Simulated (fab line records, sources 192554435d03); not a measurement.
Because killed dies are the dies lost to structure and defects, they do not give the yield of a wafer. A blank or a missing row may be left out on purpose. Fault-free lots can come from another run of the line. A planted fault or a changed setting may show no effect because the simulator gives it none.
fab line records | flow n5_finfet
[record] lots = 14 wafers = 42 last_day = 18
route steps=1938 shown BEOL_M4@1099 BEOL_M5@1112
lots with no fault: from the same line, run without faults
start_h: the number of hours between the record's first day and the start of the first shown wafer of the lot | wait_h: time in hours since the lot's previous step | " as in the row above | L1.1+2: one row covering several wafers at once | - either no value or no given start | * or withheld: withheld | < > ~ a bound
route shown NAME@n: names a module that has steps shown in the file, with the first one's number in the route | usual: mean/standard deviation taken from wafers without a fault | same: alike in all rows | chamber/n: place in a boat | sites: per-site readings | _std_site: standard deviation of those values | _edge_site: inner sites' mean taken away from outer sites' mean | radius_mm: how far each site lies from the wafer's centre | mask NAME#n: copy n | behind: tool/chamber where the wafer was last shaped | hold: why the lot was held/for how many hours/how that ended | device: transistor that didn't switch, given as n, p or np | end of line: at the end of the route, the tests of the same wafers | a step given without rows: its recipe and nothing more | killed: count of dies lost to structure and defects at first sort (not the wafer's yield) | map: shows each die of a wafer: x if killed, . if not, _ if none is there
set.NAME: the setting that was run; set.NAME@STEP: the one run at that earlier step | model.NAME: the simulator's own value behind a step, which no gauge read
the route's steps for a sample of lots (tables are steps, rows are wafers)
services: the hour from which a tool's chamber was out of use, counted from the record's first day as start_h (under 0 if before that day), plus the number of hours and why
[[steps]]
[step N5_BEOL_M4_ANNEAL_95]
[recipe] temp_c = 400 time_s = 240 ambient = vacuum
[usual] heater_power_w = 824/92
[same] time_s = 240
// columns lot.wafer tool chamber start_h wait_h heater_power_w
L611.1 pvd_sputter-01 - 162.33 0.0 811
L611.3 " - " " 962
L611.5 " - " " 803
L614.1 pvd_sputter-02 - 177.04 0.0 716
L614.4 " - " " 798
L614.6 " - " " 809
L612.2 pvd_sputter-01 - 179.58 0.0 821
L612.4 " - " " 795
L612.6 " - " " 969
L613.1 pvd_sputter-02 - 179.76 0.0 975
L613.4 " - " " 714
L613.6 " - " " 991
L615.2 pvd_sputter-01 - 192.42 0.0 810
L615.4 " - " " 963
L615.6 " - " " 946
L620.2 pvd_sputter-02 - 229.04 0.0 952
L620.4 " - " " 732
L620.6 " - " " 727
L621.2 pvd_sputter-02 - 251.15 0.0 978
L621.5 " - " " 970
L621.6 " - " " 817
L624.2 pvd_sputter-03 - 253.83 0.0 734
L624.3 " - " " 794
L624.6 " - " " 724
L626.1 pvd_sputter-01 - 262.68 0.0 970
L626.4 " - " " 826
L626.6 " - " " 940
L627.3 pvd_sputter-02 - 267.65 0.0 981
L627.4 " - " " 765
L627.6 " - " " 819
L628.2 pvd_sputter-01 - 278.03 0.0 804
L628.5 " - " " 957
L628.6 " - " " 931
L629.3 pvd_sputter-02 - 286.99 0.0 771
L629.5 " - " " 969
L629.6 " - " " 758
L632.2 pvd_sputter-02 - 315.05 0.0 1000
L632.5 " - " " 723
L632.6 " - " " 764
L631.3 pvd_sputter-03 - 319.19 0.0 744
L631.5 " - " " 738
L631.6 " - " " 722
[step N5_BEOL_M4_SPUTTER_96]
[recipe] material = Cu target_thk_a = 45 temp_c = -20 chamber_pressure_pa = 0.07 power_w = withheld time_s = 8.29
[usual] throttle_valve_pct = 29.7/1.2
[same] time_s = 8.29
// columns lot.wafer tool chamber start_h wait_h throttle_valve_pct
L611.1 pvd_sputter-01 - 162.47 0.1 30.4
L611.3 " - " " 29.9
L611.5 " - " " 30.4
L614.1 pvd_sputter-02 - 177.18 0.1 29.2
L614.4 " - " " 29.8
L614.6 " - " " 29.8
L612.2 pvd_sputter-01 - 179.72 0.1 30.3
L612.4 " - " " 29.9
L612.6 " - " " 30.2
L613.1 pvd_sputter-02 - 179.90 0.1 29.4
L613.4 " - " " 29.5
L613.6 " - " " 29.6
L615.2 pvd_sputter-01 - 192.56 0.1 30.2
L615.4 " - " " 27.0
L615.6 " - " " 30.2
L620.2 pvd_sputter-02 - 229.18 0.1 29.3
L620.4 " - " " 31.6
L620.6 " - " " 29.4
L621.2 pvd_sputter-02 - 251.29 0.1 29.6
L621.5 " - " " 29.5
L621.6 " - " " 30.2
L624.2 pvd_sputter-03 - 253.97 0.1 29.1
L624.3 " - " " 31.0
L624.6 " - " " 30.2
L626.1 pvd_sputter-01 - 262.82 0.1 30.2
L626.4 " - " " 30.2
L626.6 " - " " 30.2
L627.3 pvd_sputter-02 - 267.79 0.1 29.5
L627.4 " - " " 31.8
L627.6 " - " " 29.7
L628.2 pvd_sputter-01 - 278.17 0.1 30.1
L628.5 " - " " 26.8
L628.6 " - " " 30.0
L629.3 pvd_sputter-02 - 287.13 0.1 31.6
L629.5 " - " " 29.6
L629.6 " - " " 31.5
L632.2 pvd_sputter-02 - 315.19 0.1 29.6
L632.5 " - " " 29.2
L632.6 " - " " 31.6
L631.3 pvd_sputter-03 - 319.33 0.1 29.1
L631.5 " - " " 29.3
L631.6 " - " " 30.3
[step N5_BEOL_M5_ILD_DEP_00]
[recipe] material = SiCOH_lowk target_thk_a = 1406.4 temp_c = 300 precursor = DEMS/porogen pressure_torr = 5 rf_w = 500 time_s = 25.9
[usual] heater_power_w = 294/45 showerhead_plenum_p_Torr = 5.741/0.015 throttle_valve_pct = 13.9/0.78
[same] time_s = 25.9
// columns lot.wafer tool chamber start_h wait_h heater_power_w showerhead_plenum_p_Torr since_wet_clean_h throttle_valve_pct
L611.1 pecvd-01 2 164.57 0.8 337 5.754 2137 14.6
L611.3 " 1 " " 295 5.740 1412 14.9
L611.5 " 0 " " 372 5.753 - 13.9
L614.1 pecvd-01 2 179.26 0.8 326 5.750 2152 15.0
L614.4 " 1 " " 263 5.734 - 15.2
L614.6 " 2 " " 330 5.746 - 14.7
L612.2 pecvd-04 0 181.79 0.7 210 5.723 452 12.7
L612.4 " 1 " " 361 5.737 - 15.0
L612.6 " 0 " " 215 5.702 - 13.0
L613.1 pecvd-01 0 181.97 0.8 376 5.752 705 13.5
L613.4 " 1 " " 275 5.734 - 14.9
L613.6 " 0 " " 294 5.751 - 13.9
L615.2 pecvd-03 1 194.62 0.7 260 5.759 1624 13.4
L615.4 " 1 " " 266 5.770 - 13.5
L615.6 " 0 " " 303 5.722 - 14.3
L620.2 pecvd-03 0 231.25 0.7 298 5.736 935 14.2
L620.4 " 2 " " 307 5.737 - 12.8
L620.6 " 0 " " 303 5.735 - 14.3
L621.2 pecvd-04 2 253.46 0.7 267 5.747 371 13.0
L621.5 " 2 " " 265 5.746 - 12.8
L621.6 " 0 " " 199 5.735 - 13.1
L624.2 pecvd-04 2 256.19 0.7 267 5.737 374 13.0
L624.3 " 0 " " 174 5.709 - 13.3
L624.6 " 0 " " 179 5.719 - 13.5
L626.1 pecvd-01 0 264.88 0.8 376 5.757 788 14.3
L626.4 " 1 " " 293 5.730 - 15.4
L626.6 " 2 " " 252 5.750 - 13.3
L627.3 pecvd-03 2 269.90 0.5 296 5.739 - 13.0
L627.4 " 0 " " 330 5.719 - 14.3
L627.6 " 2 " " 303 5.747 - 13.1
L628.2 pecvd-01 2 280.52 0.7 311 5.736 49 13.1
L628.5 " 0 " " 342 5.742 - 14.2
L628.6 " 2 " " 315 5.742 - 13.1
L629.3 pecvd-04 2 289.21 0.5 239 5.731 407 13.3
L629.5 " 2 " " 246 5.754 - 13.1
L629.6 " 0 " " 191 5.711 - 13.1
L632.2 pecvd-03 2 317.26 0.7 317 5.764 267 12.8
L632.5 " 0 " " 326 5.733 - 14.6
L632.6 " 2 " " 307 5.745 - 13.1
L631.3 pecvd-03 0 321.48 0.5 290 5.726 1025 14.3
L631.5 " 1 " " 289 5.784 - 13.0
L631.6 " 2 " " 297 5.755 - 13.0
[step N5_BEOL_M5_HM_OPEN_17]
[recipe] chemistry = Cl2/BCl3 target_depth_a = 200 overetch_a = 60 target = TiN mask_material = SOC ion_energy_ev = 150 pressure_mtorr = 10 icp_w = 1000 bias_w = 126 Cl2_flow_sccm = 53.25 bcl3_flow_sccm = 21.75 Ar_flow_sccm = 25
[usual] bcl3_flow_sccm = 21.74/0.074 bias_w = 126.0/0.38 drypump_motor_current_A = 5.7/0.59 oes_product_au = 0.64/0.065 throttle_valve_pct = 22.06/0.2
// columns lot.wafer tool chamber start_h wait_h bcl3_flow_sccm bias_w drypump_motor_current_A oes_product_au rf_hours_counter_h throttle_valve_pct
L611.1 rie_metal-03 1 166.41 0.0 21.74 126.2 5.2 0.56 96 22.07
L611.3 " 1 " " 21.77 126.7 5.2 0.57 - 22.06
L611.5 " 1 " " 21.71 126.2 5.2 0.56 - 22.07
L614.1 rie_metal-03 0 181.80 0.0 21.70 126.1 5.0 0.62 74 21.84
L614.4 " 1 " " 21.65 125.9 5.2 0.56 - 22.06
L614.6 " 1 " " 21.64 126.3 5.2 0.57 - 22.08
L612.2 rie_metal-03 0 184.63 0.0 21.92 126.5 5.0 0.61 74 21.85
L612.4 " 0 " " 21.92 126.9 4.9 0.61 - 21.86
L612.6 " 0 " " 21.71 126.8 5.0 0.61 - 21.85
L613.1 rie_metal-01 1 186.00 0.0 21.70 125.9 5.6 0.76 11 22.36
L613.4 " 0 " " 21.93 125.5 6.2 0.64 - 22.09
L613.6 " 1 " " 21.68 126.0 5.6 0.75 - 22.33
L615.2 rie_metal-03 1 198.87 0.0 21.86 126.4 5.2 0.56 99 22.06
L615.4 " 1 " " 21.95 125.7 5.2 0.57 - 22.06
L615.6 " 0 " " 21.76 126.8 5.0 0.62 - 21.85
L620.2 rie_metal-01 1 235.32 0.0 - - - - - -
L620.4 " 0 " " - - - - - -
L620.6 " 1 " " - - - - - -
L621.2 rie_metal-02 0 255.56 0.0 - - - - - -
L621.5 " 0 " " - - - - - -
L621.6 " 1 " " - - - - - -
L624.2 rie_metal-01 0 258.99 0.0 21.76 125.9 6.2 0.64 56 22.11
L624.3 " 1 " " 21.71 126.2 5.6 0.73 - 22.36
L624.6 " 1 " " 21.63 126.3 5.6 0.73 - 22.38
L626.1 rie_metal-02 1 266.66 0.0 21.59 125.8 6.3 0.68 41 21.84
L626.4 " 1 " " 21.56 125.5 6.3 0.68 - 21.85
L626.6 " 1 " " 21.64 126.3 6.3 0.67 - 21.82
L627.3 rie_metal-02 0 274.37 0.1 21.81 125.9 6.5 0.58 - 22.31
L627.4 " 1 " " 21.80 126.6 6.3 0.67 - 21.83
L627.6 " 0 " " 21.78 126.2 6.4 0.58 - 22.29
L628.2 rie_metal-01 1 284.34 0.0 21.65 126.3 5.6 0.72 18 22.37
L628.5 " 1 " " 21.79 126.5 5.6 0.72 - 22.37
L628.6 " 0 " " 21.69 125.5 6.2 0.63 - 22.11
L629.3 rie_metal-02 0 293.94 0.1 21.89 126.3 6.4 0.60 - 22.30
L629.5 " 1 " " 21.64 126.1 6.3 0.68 - 21.84
L629.6 " 0 " " 21.78 125.9 6.5 0.59 - 22.28
L632.2 rie_metal-03 1 320.18 0.0 21.67 126.0 5.2 0.55 108 22.10
L632.5 " 1 " " 21.84 126.1 5.2 0.54 - 22.10
L632.6 " 0 " " 21.69 126.7 5.0 0.57 - 21.90
L631.3 rie_metal-01 0 325.85 0.1 21.76 126.0 6.2 0.62 - 22.15
L631.5 " 1 " " 21.83 126.1 5.6 0.70 - 22.38
L631.6 " 0 " " 21.77 126.2 6.2 0.62 - 22.13
[step N5_BEOL_M5_CD_MEAS_18]
[recipe] pitch_nm = 56 target_cd_nm = 28
[usual] cd_nm = 28.0/0.31
// columns lot.wafer tool chamber start_h wait_h cd_nm
L611.1 cd_sem-03 - 166.59 0.0 28.1
L611.3 " - " " 28.0
L611.5 " - " " 27.9
L614.1 cd_sem-01 - 181.98 0.0 27.6
L614.4 " - " " 27.4
L614.6 " - " " 27.8
L612.2 cd_sem-01 - 184.93 0.1 28.1
L612.4 " - " " 27.7
L612.6 " - " " 28.3
L613.1 cd_sem-03 - 186.27 0.0 28.1
L613.4 " - " " 28.3
L613.6 " - " " 28.3
L615.2 cd_sem-03 - 199.06 0.1 28.2
L615.4 " - " " 28.0
L615.6 " - " " 27.9
L620.2 cd_sem-03 - 235.50 0.1 -
L620.4 " - " " -
L620.6 " - " " -
L621.2 cd_sem-02 - 255.75 0.1 -
L621.5 " - " " -
L621.6 " - " " -
L624.2 cd_sem-01 - 259.17 0.1 28.1
L624.3 " - " " 28.4
L624.6 " - " " 28.1
L626.1 cd_sem-03 - 266.93 0.0 27.6
L626.4 " - " " 28.7
L626.6 " - " " 28.0
L627.3 cd_sem-01 - 274.64 0.1 28.0
L627.4 " - " " 28.1
L627.6 " - " " 27.9
L628.2 cd_sem-03 - 284.53 0.1 28.4
L628.5 " - " " 28.5
L628.6 " - " " 28.1
L629.3 cd_sem-01 - 294.23 0.1 28.1
L629.5 " - " " 28.0
L629.6 " - " " 27.6
L632.2 cd_sem-03 - 320.49 0.1 28.1
L632.5 " - " " 28.3
L632.6 " - " " 28.2
L631.3 cd_sem-03 - 326.12 0.1 28.2
L631.5 " - " " 28.0
L631.6 " - " " 28.3
[[services]]
// columns tool chamber start_h hours kind
pecvd-01 2 145.14 11.9 repair
pecvd-03 0 179.48 4.6 scheduled_down
pecvd-03 - 199.47 0.3 repair
pecvd-01 2 202.38 - clean
pecvd-01 2 202.38 - consumable_replace:showerhead
pecvd-01 2 202.38 29.0 scheduled_down
pecvd-01 2 202.38 29.0 vent_cycle
rie_metal-03 - 206.56 0.5 repair
rie_metal-03 1 238.12 25.3 repair
rie_metal-01 1 248.75 2.4 repair
rie_metal-01 - 253.60 2.8 pm
pecvd-04 1 255.55 2.1 scheduled_down
rie_metal-02 0 263.05 10.3 repair
rie_metal-02 - 267.25 1.4 pm
pecvd-03 - 270.84 0.9 repair
pecvd-03 2 277.64 2.1 scheduled_down
rie_metal-01 1 315.86 8.9 repair
[[key]]
[first_sign] step = N5_BEOL_M5_HM_OPEN_17 reading = tool_record direction = missing
[effect] step = N5_BEOL_M5_CD_MEAS_18 reading = cd_nm direction = missing
met_at N5_BEOL_M5_HM_OPEN_17
struck_lots L620,L621
later_rows_left_out L620.2,L620.4,L620.6,L621.2,L621.5,L621.6
sort_left_out L620.2,L620.4,L620.6,L621.2,L621.5,L621.6
not_acting_at N5_BEOL_M4_ANNEAL_95,N5_BEOL_M4_SPUTTER_96,N5_BEOL_M5_ILD_DEP_00
onset_between 186.00 235.32
[fault] kind = skipped_step_whole tool = rie_metal-01,rie_metal-02 chamber = - onset_h = 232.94 steps = N5_BEOL_M5_HM_OPEN_17 scope = struck_lots_only
// sort_left_out: the simulated sort isn't trusted on such a fault, so these wafers' sort isn't shown, and their yield isn't known
// later_rows_left_out: the simulator's readings of these wafers behind a module that went badly wrong aren't trusted and aren't shown, but for the sort
